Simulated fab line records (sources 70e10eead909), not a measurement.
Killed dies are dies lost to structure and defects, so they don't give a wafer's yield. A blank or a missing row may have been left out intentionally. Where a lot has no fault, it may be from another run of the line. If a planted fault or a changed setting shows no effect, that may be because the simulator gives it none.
Which tool did it? :: flow nand harc :: Sampling: 14 lots, 42 wafers, 5 of 1302 route steps

WHAT EACH GAUGE READ, for each wafer
NHARC_A_DECK1_JOINT_THK_MEAS_17: measures by ellipsometry.
lot: L663
measured: day 12 08:59
on: film metro-02
thk nm (nm): 43.7 45.2 42.5

lot: L662
measured: day 12 09:10
on: film metro-02
thk nm (nm): 44.1 44.8 43.7

lot: L665
measured: day 13 03:23
on: film metro-01
thk nm (nm): 44.2 44.7 45.1

lot: L664
measured: day 13 03:23
on: film metro-02
thk nm (nm): 43.1 44.1 44.6

lot: L668
measured: day 14 05:58
on: film metro-02
thk nm (nm): 44.1 43.9 43.7

lot: L671
measured: day 15 17:32
on: film metro-01
thk nm (nm): 44.6 45.9 46.6

lot: L675
measured: day 17 05:05
on: film metro-01
thk nm (nm): 46.3 47.1 44.8

lot: L677
measured: day 18 10:32
on: film metro-01
thk nm (nm): 45.5 46.0 46.9

lot: L679
measured: day 19 06:35
on: film metro-01
thk nm (nm): 44.4 45.5 45.4

lot: L680
measured: day 19 17:34
on: film metro-01
thk nm (nm): 43.3 44.3 45.3

lot: L681
measured: day 19 17:35
on: film metro-02
thk nm (nm): 42.6 44.3 46.7

lot: L682
measured: day 20 22:42
on: film metro-01
thk nm (nm): 43.1 46.2 43.4

lot: L684
measured: day 21 13:04
on: film metro-02
thk nm (nm): 43.9 45.7 45.6

lot: L685
measured: day 21 13:04
on: film metro-01
thk nm (nm): 45.3 44.3 44.6

NHARC_A_ONON_D2_THK_MEAS_24: measures by ellipsometry.
lot: L663
measured: day 12 20:23
on: film metro-01
thk nm (nm): 1007 1004 1005

lot: L662
measured: day 12 20:23
on: film metro-02
thk nm (nm): 997 996 999

lot: L665
measured: day 13 18:47
on: film metro-02
thk nm (nm): 999 998 998

lot: L664
measured: day 13 18:56
on: film metro-02
thk nm (nm): 1010 1010 1011

lot: L668
measured: day 14 20:07
on: film metro-02
thk nm (nm): 1021 1019 1018

lot: L671
measured: day 16 05:08
on: film metro-01
thk nm (nm): 1016 1016 1016

lot: L675
measured: day 17 16:21
on: film metro-01
thk nm (nm): 985 985 984

lot: L677
measured: day 18 22:15
on: film metro-02
thk nm (nm): 1005 1003 1005

lot: L679
measured: day 19 18:32
on: film metro-02
thk nm (nm): 999 1001 1000

lot: L680
measured: day 20 07:23
on: film metro-02
thk nm (nm): 1006 1007 1007

lot: L681
measured: day 20 07:24
on: film metro-01
thk nm (nm): 1007 1004 1005

lot: L682
measured: day 21 10:03
on: film metro-01
thk nm (nm): 1003 1005 1004

lot: L684
measured: day 22 02:23
on: film metro-01
thk nm (nm): 999 999 998

lot: L685
measured: day 22 02:22
on: film metro-02
thk nm (nm): 1001 1001 1001

NHARC_A_ONON_D2_THK_MEAS_30: measures by ellipsometry.
lot: L663
measured: day 12 21:30
on: film metro-02
thk nm (nm): 993 992 993

lot: L662
measured: day 12 21:32
on: film metro-01
thk nm (nm): 994 992 995

lot: L665
measured: day 13 19:56
on: film metro-01
thk nm (nm): 987 988 987

lot: L664
measured: day 13 20:05
on: film metro-02
thk nm (nm): 1008 1009 1009

lot: L668
measured: day 14 21:14
on: film metro-02
thk nm (nm): 1013 1014 1014

lot: L671
measured: day 16 06:15
on: film metro-01
thk nm (nm): 987 986 988

lot: L675
measured: day 17 17:29
on: film metro-01
thk nm (nm): 988 989 990

lot: L677
measured: day 18 23:23
on: film metro-02
thk nm (nm): 998 998 998

lot: L679
measured: day 19 19:40
on: film metro-01
thk nm (nm): 995 994 995

lot: L680
measured: day 20 08:31
on: film metro-01
thk nm (nm): 1024 1024 1023

lot: L681
measured: day 20 08:32
on: film metro-02
thk nm (nm): 1014 1013 1013

lot: L682
measured: day 21 11:11
on: film metro-01
thk nm (nm): 986 988 990

lot: L684
measured: day 22 03:31
on: film metro-02
thk nm (nm): 1018 1018 1019

lot: L685
measured: day 22 03:31
on: film metro-01
thk nm (nm): 1014 1013 1014

NHARC_END_SORT_01.
lot: L663
measured: day 24 15:40
on: prober-01
killed at array: 81 80 68
killed at other: 3 0 1
killed at periphery: 7 2 5
killed dies: 91 82 74
killed open: 4 3 3
killed short: 1 2 2

lot: L662
measured: day 24 15:43
on: prober-02
killed at array: 67 62 68
killed at other: 0 0 0
killed at periphery: 5 3 6
killed dies: 72 65 74
killed open: 4 5 5
killed short: 3 4 6

lot: L665
measured: day 24 23:29
on: prober-01
killed at array: 29 25 24
killed at other: 1 0 0
killed at periphery: 6 7 4
killed dies: 36 32 28
killed open: 7 4 3
killed short: 3 4 2

lot: L664
measured: day 24 23:31
on: prober-02
killed at array: 100 101 80
killed at other: 0 3 0
killed at periphery: 1 1 5
killed dies: 101 105 85
killed open: 1 3 3
killed short: 1 1 2

lot: L668
measured: day 25 23:18
on: prober-01
killed at array: 68 60 67
killed at other: 0 2 0
killed at periphery: 3 7 3
killed dies: 71 69 70
killed open: 1 1 1
killed short: 1 3 4

lot: L671
measured: day 27 20:20
on: prober-01
killed at array: 32 34 34
killed at other: 1 1 1
killed at periphery: 4 0 3
killed dies: 37 35 38
killed open: 5 1 1
killed short: 2 2 5

lot: L675
measured: day 29 17:56
on: prober-01
killed at array: 39 38 41
killed at other: 0 2 0
killed at periphery: 5 3 2
killed dies: 44 43 43
killed open: 3 4 5
killed short: 4 4 1

lot: L677
measured: day 30 15:26
on: prober-01
killed at array: 26 23 39
killed at other: 0 0 0
killed at periphery: 5 4 4
killed dies: 31 27 43
killed open: 3 5 6
killed short: 3 2 0

lot: L679
measured: day 31 00:04
on: prober-01
killed at array: 31 32 28
killed at other: 4 1 1
killed at periphery: 1 7 2
killed dies: 36 40 31
killed open: 1 0 1
killed short: 3 4 6

lot: L680
measured: day 31 18:36
on: prober-01
killed at array: 46 54 46
killed at other: 0 0 0
killed at periphery: 5 6 3
killed dies: 51 60 49
killed open: 1 3 1
killed short: 1 4 4

lot: L681
measured: day 31 18:39
on: prober-02
killed at array: 36 36 32
killed at other: 2 1 2
killed at periphery: 7 11 6
killed dies: 45 48 40
killed open: 2 3 1
killed short: 4 3 1

lot: L682
measured: day 33 04:27
on: prober-01
killed at array: 44 38 50
killed at other: 3 1 1
killed at periphery: 2 0 2
killed dies: 49 39 53
killed open: 5 1 2
killed short: 1 4 1

lot: L684
measured: day 33 13:04
on: prober-01
killed at array: 49 42 38
killed at other: 4 3 0
killed at periphery: 7 2 4
killed dies: 60 47 42
killed open: 6 2 5
killed short: 3 3 2

lot: L685
measured: day 33 04:24
on: prober-02
killed at array: 38 50 56
killed at other: 0 0 0
killed at periphery: 5 4 2
killed dies: 43 54 58
killed open: 6 4 2
killed short: 4 1 1

EACH LOT AND THE TOOL THAT RAN IT (in order: tool; ch and the chambers of the sampled wafers; start)
lot: L663
NHARC_A_ONON_D2_DEP_33: pecvd-02 ch 0,2, day 12 21:37

lot: L662
NHARC_A_ONON_D2_DEP_33: pecvd-04 ch 0,2, day 12 21:35

lot: L665
NHARC_A_ONON_D2_DEP_33: pecvd-02 ch 1,2, day 13 20:02

lot: L664
NHARC_A_ONON_D2_DEP_33: pecvd-04 ch 0,1,2, day 13 20:08

lot: L668
NHARC_A_ONON_D2_DEP_33: pecvd-04 ch 0,1,2, day 14 21:18

lot: L671
NHARC_A_ONON_D2_DEP_33: pecvd-04 ch 1,2, day 16 06:26

lot: L675
NHARC_A_ONON_D2_DEP_33: pecvd-02 ch 0,2, day 17 17:38

lot: L677
NHARC_A_ONON_D2_DEP_33: pecvd-03 ch 0,2, day 18 23:29

lot: L679
NHARC_A_ONON_D2_DEP_33: pecvd-03 ch 0,2, day 19 19:43

lot: L680
NHARC_A_ONON_D2_DEP_33: pecvd-04 ch 0,1, day 20 08:37

lot: L681
NHARC_A_ONON_D2_DEP_33: pecvd-02 ch 0,2, day 20 08:35

lot: L682
NHARC_A_ONON_D2_DEP_33: pecvd-03 ch 0,2, day 21 11:20

lot: L684
NHARC_A_ONON_D2_DEP_33: pecvd-04 ch 1,2, day 22 03:39

lot: L685
NHARC_A_ONON_D2_DEP_33: pecvd-03 ch 0,1, day 22 03:35
- NHARC_A_ONON_D2_DEP_33: deposits SiO2, target thk 200 nm.

WHAT THE TOOLS THEMSELVES READ (means of the sampled wafers that have a number; where no wafer has one, the mark that the record gives instead)
NHARC_A_ONON_D2_DEP_33.
lot: L663
tool: pecvd-02
heater power w (W): 476
rf fwd power W (W): 899
susceptor temp C (C): 400.11
throttle valve pct (%): 16.2

lot: L662
tool: pecvd-04
heater power w (W): 681
rf fwd power W (W): 897
susceptor temp C (C): 399.94
throttle valve pct (%): 16.5

lot: L665
tool: pecvd-02
heater power w (W): 476
rf fwd power W (W): 898
susceptor temp C (C): 399.87
throttle valve pct (%): 15.7

lot: L664
tool: pecvd-04
heater power w (W): 598
rf fwd power W (W): 895
susceptor temp C (C): 399.86
throttle valve pct (%): 16.1

lot: L668
tool: pecvd-04
heater power w (W): 611
rf fwd power W (W): 935
susceptor temp C (C): 399.85
throttle valve pct (%): 16.3

lot: L671
tool: pecvd-04
heater power w (W): 492
rf fwd power W (W): 967
susceptor temp C (C): 400.01
throttle valve pct (%): 15.9

lot: L675
tool: pecvd-02
heater power w (W): 492
rf fwd power W (W): 900
susceptor temp C (C): 399.85
throttle valve pct (%): 16.2

lot: L677
tool: pecvd-03
heater power w (W): 577
rf fwd power W (W): 898
susceptor temp C (C): 400.25
throttle valve pct (%): 16.2

lot: L679
tool: pecvd-03
heater power w (W): 490
rf fwd power W (W): 898
susceptor temp C (C): 399.86
throttle valve pct (%): 16.2

lot: L680
tool: pecvd-04
heater power w (W): 627
rf fwd power W (W): 894
susceptor temp C (C): 399.77
throttle valve pct (%): 15.6

lot: L681
tool: pecvd-02
heater power w (W): 621
rf fwd power W (W): 895
susceptor temp C (C): 400.03
throttle valve pct (%): 16.5

lot: L682
tool: pecvd-03
heater power w (W): 569
rf fwd power W (W): 897
susceptor temp C (C): 399.82
throttle valve pct (%): 16.3

lot: L684
tool: pecvd-04
heater power w (W): 532
rf fwd power W (W): 898
susceptor temp C (C): 400.24
throttle valve pct (%): 15.4

lot: L685
tool: pecvd-03
heater power w (W): 502
rf fwd power W (W): 896
susceptor temp C (C): 400.25
throttle valve pct (%): 16.1

THE ANSWER, worked out from the rows above alone
Rule: the usual values come from the lots themselves. Put in order of their means at a reading, lots are off if they are a third of the lots or fewer, leave a main group of 4 or more, and stand apart from it by a gap of 3 or more times the standard deviation of the main group's means; of several such gaps the widest counts. Not used: any main group whose means are identical at the precision the tables above print for the reading. A lot without any number at a reading at which 4 lots or more have one is off too. Where the step has rows for the other lots, those lots are counted as sound. First the gauges in route order, then the tools' own readings, where a lot's mean is used as printed above. The first step at which some lot is off is used, and at that step the reading that is off furthest; a lot without a number counts as furthest.
Off: L668, L671 (NHARC_A_ONON_D2_DEP_33, rf fwd power W). Mean 897 W and standard deviation 1.7 in the main group.
If a tool, at that step or one of the process steps before it, ran each lot that is off and ran no sound lot following the first of them, it fits. None of those tried fits.

WHAT THE SIMULATOR PUT IN
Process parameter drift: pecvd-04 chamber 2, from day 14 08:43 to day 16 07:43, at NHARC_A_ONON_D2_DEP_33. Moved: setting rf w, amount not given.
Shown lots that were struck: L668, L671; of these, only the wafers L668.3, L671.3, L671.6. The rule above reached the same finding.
